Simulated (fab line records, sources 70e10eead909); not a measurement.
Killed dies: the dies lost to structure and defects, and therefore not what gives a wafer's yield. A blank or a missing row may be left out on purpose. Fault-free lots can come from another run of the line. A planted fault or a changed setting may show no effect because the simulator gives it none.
fab line records	flow nandHarc
[record] lots = 5	wafers = 15	lastDay = 33
route steps=1302 shown P_CONTACT@217 END@1302
lots untouched by any fault: they come from a run of this same line in which no faults occurred
startH: hours from the record's first day to the start of the lot's first wafer shown	waitH: how many hours have passed since the lot's step before this one	" identical to the entry in the row above	L1.1+2: a row that stands for several wafers	- value missing, or start not given	* or withheld: withheld	< > ~ a bound
route shown NAME@n: NAME is a module with steps in the file, n the number in the route of the first one	usual: mean and standard deviation over wafers with no fault	same: alike in all rows	chamber/n: place in a boat	sites: readings site by site	_std_site: their standard deviation	_edge_site: mean of outer sites minus mean of inner sites	radiusMm: for every site, how far away it sits from the centre of the wafer	mask NAME#n: copy n	behind: the tool/chamber that last shaped the wafer	hold: what put the lot on hold/how long, in hours/how the hold closed	device: transistor that didn't switch, given as n, p or np	end of line: tests of these same wafers at the route's end	a step given without rows: its recipe and nothing more	killed: count of dies lost to structure and defects at first sort (not the wafer's yield)	map: shows each die of a wafer: x if killed, . if not, _ if none is there
set.NAME: the setting as run; set.NAME@STEP: as run at that earlier step	model.NAME: the simulator's own value behind a step, which no gauge read
lots seen at some steps along the route; tables by step, rows by wafer
services: a tool's chamber out of use, with start hour (startH, from the record's first day; less than 0 if before it), hours out, and reason
[[steps]]
[step NHARC_P_CONTACT_DEP_30]
[recipe] targetThkA = 300	tempC = 400	targetThkNm = 30	flowSccm = 200	rfW = 450	material = SiNx
[usual] heaterPowerW = 719/78
lot.wafer	tool	chamber	startH	waitH	heaterPowerW
L410.2	pecvd-01	1	168.17	0.1	753
L410.4	"	2	"	"	691
L410.5	"	1	"	"	745
L415.1	pecvd-01	0	216.10	0.1	635
L415.5	"	0	"	"	631
L415.4	"	1	"	"	744
L417.3	pecvd-04	2	234.25	0.1	789
L417.2	"	0	"	"	791
L417.6	"	1	"	"	700
L422.2	pecvd-03	2	281.61	0.1	762
L422.6	"	2	"	"	759
L422.5	"	0	"	"	739
L428.2	pecvd-01	2	346.04	0.1	614
L428.3	"	0	"	"	574
L428.5	"	2	"	"	624
[step NHARC_P_CONTACT_DEP_00]
[recipe] targetThkA = 5000	tempC = 400	pressureTorr = 6.5	rfW = 900	teosFlowSccm = 161.4	flowSccm = 2650	targetThkNm = 500	gas = O2	material = SiO2
[step NHARC_P_CONTACT_CMP_01]
[recipe] targetThkNm = 200	material = SiO2
[usual] motorCurrentA = 12.3/0.83
lot.wafer	tool	chamber	startH	waitH	motorCurrentA
L410.2	cmp-03	2	169.07	0.5	13.3
L410.4	"	3	"	"	12.1
L410.5	"	2	"	"	12.9
L415.4	cmp-03	2	216.83	-	13.5
L415.1	"	3	"	"	12.7
L415.5	"	0	"	"	12.5
L417.3	cmp-03	3	234.99	-	12.2
L417.2	"	0	"	"	12.5
L417.6	"	2	"	"	12.5
L422.2	cmp-04	1	282.33	-	11.6
L422.6	"	1	"	"	12.3
L422.5	"	2	"	"	13.0
L428.3	cmp-01	2	346.73	-	13.7
L428.2	"	0	"	"	13.7
L428.5	"	2	"	"	14.2
[step NHARC_P_CONTACT_SRD_03]
[step NHARC_P_CONTACT_DEHYDRATE_04]
[recipe] tempC = 150	timeS = 120
[step NHARC_P_CONTACT_HMDS_05]
[recipe] timeS = 30
[step NHARC_P_CONTACT_COAT_33]
[recipe] tempC = 260	timeS = 75
[step NHARC_P_CONTACT_COAT_34]
[recipe] tempC = 225	timeS = 65
[step NHARC_P_CONTACT_COAT_06]
[recipe] spinRpm = 1500	resistThkNm = 90
[step NHARC_P_CONTACT_SOFTBAKE_07]
[recipe] tempC = 105	timeS = 55
[step NHARC_P_CONTACT_EBR_08]
[step NHARC_P_CONTACT_EXPOSE_09]
[recipe] na = 1.35	targetCdNm = 90	doseMj = 81.26	maskId = P_CA
lot.wafer	tool	chamber	startH	waitH	mask
L410.2+4+5	arfiScanner-02	0	169.76	-	P_CA#0
L415.1+4+5	arfiScanner-03	0	217.36	-	P_CA#0
L417.2+3+6	arfiScanner-03	0	235.53	-	P_CA_R1#0
L422.2+5+6	arfiScanner-01	0	283.02	-	P_CA#0
L428.2+3+5	arfiScanner-03	0	347.28	-	P_CA#0
[step NHARC_P_CONTACT_PEB_10]
[recipe] pebTempC = 100	pebTimeS = 65
[step NHARC_P_CONTACT_DEVELOP_11]
[recipe] developTimeS = 35	devTempC = 23
[step NHARC_P_CONTACT_CD_MEAS_12]
[recipe] targetCdNm = 90	landingEnergyEv = 500
[usual] cdNm = 89.6/0.55
lot.wafer	tool	chamber	startH	waitH	cdNm
L410.2	cdSem-01	0	169.90	-	90.6
L410.4	"	0	"	"	90.0
L410.5	"	0	"	"	90.7
L415.1	cdSem-03	0	217.50	-	90.0
L415.4	"	0	"	"	89.4
L415.5	"	0	"	"	89.9
L417.2	cdSem-02	0	235.67	-	96.4
L417.3	"	0	"	"	96.7
L417.6	"	0	"	"	96.2
L422.2	cdSem-01	0	283.15	-	89.1
L422.5	"	0	"	"	88.8
L422.6	"	0	"	"	88.6
L428.2	cdSem-02	0	347.41	-	90.4
L428.3	"	0	"	"	89.6
L428.5	"	0	"	"	89.8
[step NHARC_P_CONTACT_OVL_MEAS_13]
[usual] overlayXNm = 0.3/0.96	overlayYNm = 0.4/0.9
lot.wafer	tool	chamber	startH	waitH	overlayXNm	overlayYNm
L410.2	overlay-02	-	169.99	-	-0.5	-1.1
L410.4	"	-	"	"	-1.4	-1.5
L410.5	"	-	"	"	-1.5	-1.4
L415.1	overlay-01	-	217.59	-	1.5	1.2
L415.4	"	-	"	"	2.0	1.2
L415.5	"	-	"	"	1.9	1.3
L417.2	overlay-01	-	235.75	-	0.6	-0.5
L417.3	"	-	"	"	0.6	-0.6
L417.6	"	-	"	"	0.6	-0.2
L422.2	overlay-01	-	283.24	-	-0.5	1.1
L422.5	"	-	"	"	-0.1	0.8
L422.6	"	-	"	"	-0.3	1.1
L428.2	overlay-02	-	347.50	-	-0.5	-0.3
L428.3	"	-	"	"	-0.3	0.0
L428.5	"	-	"	"	-0.4	0.4
[step NHARC_P_CONTACT_INSPECT_14]
[usual] rawDefectCount = 4.1/2.6
lot.wafer	tool	chamber	startH	waitH	rawDefectCount
L410.2	defectInspect-01	-	170.03	0.0	1
L410.4	"	-	"	"	2
L410.5	"	-	"	"	1
L415.1	defectInspect-02	-	217.63	0.0	3
L415.4	"	-	"	"	0
L415.5	"	-	"	"	0
L417.2	defectInspect-02	-	235.79	0.0	6
L417.3	"	-	"	"	7
L417.6	"	-	"	"	14
L422.2	defectInspect-02	-	283.28	0.0	4
L422.5	"	-	"	"	2
L422.6	"	-	"	"	2
L428.2	defectInspect-02	-	347.54	0.0	8
L428.3	"	-	"	"	1
L428.5	"	-	"	"	2
[step NHARC_P_CONTACT_DESCUM_17]
[recipe] timeS = 3	o2FlowSccm = 200	arFlowSccm = 0	biasPowerW = 0	chemistry = O2
[usual] drypumpMotorCurrentA = 5.7/0.43	mfcArSccm = 0.010/0.01	oesProductAu = 0.999/0.0066	rfVppV = 57.9/0.92	showerheadPlenumPTorr = 1.96/0.064	throttleValvePct = 11.310/0.0088
lot.wafer	tool	chamber	startH	waitH	drypumpMotorCurrentA	mfcArSccm	oesProductAu	rfHoursCounterH	rfVppV	showerheadPlenumPTorr	throttleValvePct	model.P_CONTACT.cdNm
L410.4	rieDiel-03	3	170.10	0.1	5.8	0	0.994	1.7	58.3	1.97	11.308	89.81
L410.2	"	0	"	"	5.5	0	0.998	1.6	58.6	2.05	11.308	90.36
L410.5	"	3	"	"	5.8	0	1.000	-	58.1	1.97	11.312	90.66
L415.4	rieDiel-03	2	217.70	0.1	5.7	0.011	1.009	2.7	57.0	2.02	11.319	89.12
L415.1	"	0	"	"	5.5	0	1.010	3.6	56.3	2.05	11.303	89.95
L415.5	"	1	"	"	6.2	0	0.994	-	56.0	1.93	11.318	89.61
L417.2	rieDiel-07	2	235.86	0.1	5.8	0	1.014	2.7	57.6	1.87	11.310	96.21
L417.3	"	3	"	"	5.8	0.029	1.007	2.9	57.4	1.88	11.306	96.5
L417.6	"	1	"	"	6.2	0.018	1.011	-	56.3	2.05	11.317	96.2
L422.2	rieDiel-07	1	283.34	0.1	6.2	0.018	1.000	4.0	57.9	2.05	11.318	89.21
L422.6	"	1	"	"	6.2	0.018	1.003	-	58.7	2.05	11.290	89.02
L422.5	"	2	"	"	5.8	0	1.003	-	58.1	1.87	11.307	89.41
L428.2	rieDiel-08	1	347.61	0.1	6.4	0.012	0.999	7.3	57.3	1.87	11.307	89.9
L428.3	"	2	"	"	6.1	0	1.000	6.5	56.8	1.98	11.319	89.26
L428.5	"	0	"	"	5.2	0.019	0.998	-	57.5	1.95	11.308	89.27
[step NHARC_P_CONTACT_ETCH_35]
[recipe] targetDepthA = 390	overEtchFrac = 0.3	timeS = 65	ionEnergyEv = 80	cf4FlowSccm = 150	arFlowSccm = 0	rfW = 300	biasW = 100	chemistry = CF4
[usual] drypumpMotorCurrentA = 5.7/0.43	mfcArSccm = 0.010/0.01	oesProductAu = 1.000/0.0061	rfVppV = 151.8/1.1	showerheadPlenumPTorr = 1.81/0.055	throttleValvePct = 13.284/0.0094
lot.wafer	tool	chamber	startH	waitH	drypumpMotorCurrentA	mfcArSccm	oesProductAu	rfHoursCounterH	rfVppV	showerheadPlenumPTorr	throttleValvePct
L410.4	rieDiel-03	0	170.18	0.1	5.5	0	1.014	1.7	151.7	1.89	13.302
L410.2	"	2	"	"	5.7	0.011	1.004	1.4	152.7	1.86	13.305
L410.5	"	0	"	"	5.4	0	1.006	-	153.0	1.89	13.271
L415.4	rieDiel-03	1	217.79	0.1	6.2	0	1.000	3.0	149.5	1.79	13.271
L415.1	"	2	"	"	5.8	0.011	0.999	2.7	152.5	1.86	13.280
L415.5	"	0	"	"	5.5	0	1.004	-	152.3	1.88	13.283
L417.2	rieDiel-07	2	235.94	0.1	5.8	0	0.997	2.7	150.8	1.73	13.295
L417.3	"	0	"	"	4.7	0.012	0.994	2.9	152.9	1.86	13.299
L417.6	"	1	"	"	6.2	0.018	1.000	-	152.3	1.89	13.293
L422.2	rieDiel-07	3	283.43	0.1	5.8	0.029	1.003	4.0	150.1	1.74	13.273
L422.6	"	1	"	"	6.2	0.018	0.999	-	152.6	1.89	13.279
L422.5	"	2	"	"	5.8	0	1.006	-	150.8	1.73	13.293
L428.2	rieDiel-08	1	347.70	0.1	6.4	0.012	1.000	7.3	150.9	1.73	13.270
L428.3	"	2	"	"	6.1	0	0.993	6.5	150.2	1.82	13.283
L428.5	"	0	"	"	5.2	0.019	0.998	-	153.1	1.80	13.285
[step NHARC_P_CONTACT_ETCH_36]
[recipe] targetDepthA = 2600	overEtchFrac = 0.25	timeS = 406.25	ionEnergyEv = 200	n2FlowSccm = 150	h2FlowSccm = 150	arFlowSccm = 0	rfW = 400	biasW = 150	chemistry = N2/H2
[usual] drypumpMotorCurrentA = 5.7/0.45	mfcArSccm = 0.009/0.01	n2FlowSccm = 150.0/0.44	oesProductAu = 1.000/0.007	rfVppV = 432.1/2.2	showerheadPlenumPTorr = 2.10/0.071	throttleValvePct = 14.171/0.0086
lot.wafer	tool	chamber	startH	waitH	drypumpMotorCurrentA	mfcArSccm	n2FlowSccm	oesProductAu	rfHoursCounterH	rfVppV	showerheadPlenumPTorr	throttleValvePct
L410.2	rieDiel-03	3	-	-	5.8	0	150.2	1.005	1.8	431.0	2.10	14.167
L410.4	"	1	"	"	6.3	0	149.9	1.005	1.5	431.5	2.06	14.168
L410.5	"	0	"	"	5.5	0	150.1	1.017	-	435.1	2.19	14.170
L415.1	rieDiel-03	1	-	-	6.3	0	149.8	0.996	3.1	432.1	2.06	14.176
L415.4	"	3	"	"	5.8	0	150.8	1.001	3.4	432.7	2.10	14.164
L415.5	"	2	"	"	5.7	0.011	149.6	1.003	-	435.2	2.16	14.177
L417.2	rieDiel-07	2	-	-	5.8	0	150.6	1.000	2.8	429.3	1.99	14.168
L417.3	"	0	"	"	4.8	0.012	150.4	0.996	3.0	435.0	2.16	14.183
L417.6	"	2	"	"	5.8	0	149.2	0.993	-	429.9	1.99	14.188
L422.2	rieDiel-07	2	-	-	5.8	0	150.2	0.994	4.0	427.9	1.99	14.179
L422.6	"	1	"	"	6.2	0.018	149.1	1.003	-	433.9	2.19	14.165
L422.5	"	2	"	"	5.8	0	150.2	1.000	-	429.5	1.99	14.185
L428.2	rieDiel-08	2	-	-	6.1	0	149.6	1.009	6.6	431.7	2.11	14.170
L428.3	"	1	"	"	6.4	0.012	150.0	0.987	7.4	429.3	2.00	14.168
L428.5	"	3	"	"	5.3	0.028	149.8	1.010	-	430.3	2.03	14.159
[step NHARC_P_CONTACT_ETCH_18]
[recipe] targetDepthA = 4810	timeS = 240.5	c4f8FlowSccm = 20	o2FlowSccm = 10	arFlowSccm = withheld	rfW = 600	biasW = 1500	chemistry = C4F8/O2/Ar
[usual] oesProductAu = 0.959/0.019	rfVppV = 982/4.3
lot.wafer	tool	chamber	startH	waitH	oesProductAu	rfHoursCounterH	rfVppV
L410.2	rieDiel-03	1	-	-	0.976	1.6	979
L410.4	"	2	"	"	0.969	1.6	984
L410.5	"	3	"	"	0.971	-	980
L415.4	rieDiel-03	0	-	-	0.972	3.8	988
L415.1	"	2	"	"	0.934	3.0	986
L415.5	"	0	"	"	0.969	-	987
L417.2	rieDiel-07	0	-	-	0.973	3.1	985
L417.3	"	1	"	"	0.959	3.0	987
L417.6	"	0	"	"	0.978	-	985
L422.2	rieDiel-07	1	-	-	0.960	4.2	986
L422.6	"	3	"	"	0.976	-	976
L422.5	"	0	"	"	0.965	-	986
L428.2	rieDiel-08	1	-	-	0.946	7.4	976
L428.3	"	2	"	"	0.958	6.8	982
L428.5	"	3	"	"	0.950	-	979
[step NHARC_P_CONTACT_STRIP_37]
[recipe] c4f8FlowSccm = withheld	o2FlowSccm = 8	arFlowSccm = withheld	biasW = 0	chemistry = C4F8/O2/Ar
[step NHARC_P_CONTACT_ETCH_31]
[recipe] targetDepthA = 300	timeS = 85.7	ionEnergyEv = 120	overEtchFrac = 1	ch3fFlowSccm = 50	o2FlowSccm = 30	arFlowSccm = 200	rfW = 500	biasW = 100	chemistry = CH3F/O2
[usual] drypumpMotorCurrentA = 5.7/0.45	mfcArSccm = 200.0/0.55	oesProductAu = 0.977/0.01	rfVppV = 245.3/1.2	showerheadPlenumPTorr = 2.52/0.078	throttleValvePct = 20.663/0.009
lot.wafer	tool	chamber	startH	waitH	drypumpMotorCurrentA	mfcArSccm	oesProductAu	rfHoursCounterH	rfVppV	showerheadPlenumPTorr	throttleValvePct	model.P_CONTACT.cdNm
L410.2	rieDiel-03	2	-	-	5.7	200.2	0.970	1.6	244.9	2.59	20.684	89.61
L410.4	"	1	"	"	6.2	200.6	0.978	1.6	246.0	2.48	20.638	88.56
L410.5	"	3	"	"	5.8	200.1	0.978	-	245.4	2.53	20.671	90.78
L415.4	rieDiel-03	3	-	-	5.7	199.4	0.981	3.5	244.6	2.53	20.656	88.25
L415.1	"	1	"	"	6.3	201.4	0.977	3.4	243.9	2.48	20.674	88.35
L415.5	"	0	"	"	5.5	199.3	0.987	-	247.6	2.63	20.680	88.1
L417.3	rieDiel-07	3	-	-	5.8	199.5	0.989	3.2	243.6	2.42	20.673	96.04
L417.2	"	1	"	"	6.2	200.2	0.977	3.1	245.7	2.63	20.663	95.98
L417.6	"	2	"	"	5.8	200.4	0.977	-	242.4	2.40	20.671	97.04
L422.2	rieDiel-07	3	-	-	5.8	200.8	0.983	4.3	244.0	2.42	20.675	89.6
L422.6	"	3	"	"	5.8	200.0	0.973	-	245.8	2.42	20.667	89.37
L422.5	"	0	"	"	4.8	201.0	0.988	-	245.8	2.59	20.655	90.09
L428.2	rieDiel-08	1	-	-	6.4	200.0	0.969	7.5	243.9	2.41	20.680	89.18
L428.3	"	0	"	"	5.2	200.6	0.967	7.2	244.7	2.51	20.665	87.74
L428.5	"	2	"	"	6.1	200.4	0.980	-	243.6	2.54	20.674	87.6
[step NHARC_P_CONTACT_CD_MEAS_19]
[usual] cdNm = 89.0/1.1
lot.wafer	tool	chamber	startH	waitH	cdNm
L410.2	cdSem-03	-	170.96	-	89.5
L410.4	"	-	"	"	88.9
L410.5	"	-	"	"	90.9
L415.1	cdSem-03	-	218.56	-	88.5
L415.4	"	-	"	"	88.3
L415.5	"	-	"	"	88.3
L417.2	cdSem-01	-	236.72	-	95.7
L417.3	"	-	"	"	96.1
L417.6	"	-	"	"	97.0
L422.2	cdSem-01	-	284.21	-	89.7
L422.5	"	-	"	"	89.9
L422.6	"	-	"	"	89.6
L428.2	cdSem-01	-	348.47	-	89.1
L428.3	"	-	"	"	87.9
L428.5	"	-	"	"	87.7
[step NHARC_END_SORT_01]
[recipe] tempC = 25
[usual] killedAtArray = 54/16	killedAtOther = 0.6/0.86	killedAtPeriphery = 3.8/2.6	killedDies = 58/16	killedOpen = 3.3/1.8	killedShort = 2.7/1.7
[same] grossDies = 677
lot.wafer	tool	chamber	startH	waitH	killedAtArray	killedAtOther	killedAtPeriphery	killedDies	killedOpen	killedShort
L417.2	prober-01	0	676.37	2.8	35	1	8	44	4	4
// killed by level:class
L417.2 A_SLIT:chamberFilmFlake=14 A_CHANNEL_HOLE_D1:chamberFilmFlake=4 P_ZERO_WELL:chamberFilmFlake=3 A_STAIRCASE:chamberFilmFlake=3 A_WL_FILL:geometricParticle:short=2 P_GATE:chamberFilmFlake=2 A_WL_FILL:chamberFilmFlake=2 A_CONTACT:chamberFilmFlake=2
[[services]]
tool	chamber	startH	hours	kind
rieDiel-08	3	147.08	9.3	repair
pecvd-01	0	147.14	23.7	repair
cmp-03	-	162.00	4.0	pm
rieDiel-08	0	180.13	13.4	repair
arfiScanner-01	-	180.31	5.1	repair
pecvd-03	2	183.53	5.7	repair
pecvd-03	-	185.40	13.0	pm
rieDiel-08	-	190.80	9.0	pm
arfiScanner-03	-	196.00	4.0	pm
arfiScanner-01	-	197.79	6.7	repair
cmp-01	-	202.30	4.0	pm
cmp-04	-	209.00	4.0	pm
arfiScanner-01	-	209.72	1.5	repair
rieDiel-08	2	219.48	1.5	repair
rieDiel-07	-	234.53	0.9	repair
rieDiel-07	-	236.77	1.2	repair
rieDiel-08	1	241.61	2.8	repair
cmp-03	-	249.48	2.8	repair
cmp-03	-	260.00	4.0	pm
rieDiel-03	-	281.30	9.0	pm
rieDiel-07	-	294.20	9.0	pm
rieDiel-03	3	310.63	6.9	repair
pecvd-01	-	311.32	13.0	pm
cmp-03	-	336.52	1.0	repair
[[key]]
[firstSign] step = NHARC_P_CONTACT_EXPOSE_09	reading = mask	direction = changed
[effect] step = NHARC_P_CONTACT_CD_MEAS_12	reading = cdNm	direction = up	sigmas = 12	usual = 89.6	struck = 96.4
[effect] step = NHARC_P_CONTACT_CD_MEAS_19	reading = cdNm	direction = up	sigmas = 6.9	usual = 89.0	struck = 96.3
[modelEffect] step = NHARC_P_CONTACT_DESCUM_17	value = P_CONTACT.cdNm	without = 89.05	struck = 96.3
[modelEffect] step = NHARC_P_CONTACT_ETCH_31	value = P_CONTACT.cdNm	without = 89.1	struck = 96.35
metAt NHARC_P_CONTACT_EXPOSE_09
struckWafers L417.2,L417.3,L417.6
testerLeftOut L417
onsetBetween 217.36 235.53
[fault] kind = wrongMask	tool = any	chamber = -	onsetH = 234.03	steps = NHARC_P_CONTACT_EXPOSE_09	auxCopy = P_CA_R1#0	cdOffsetNm = 7.2565	scope = struckLotsOnly
// testerLeftOut: of these lots the tester's yield and bins aren't shown, on N5 and GAA mostly nor the transistor test; their killed dies are dies lost to structure and defects alone, not to doping, threshold or leakage, so they don't give the yield
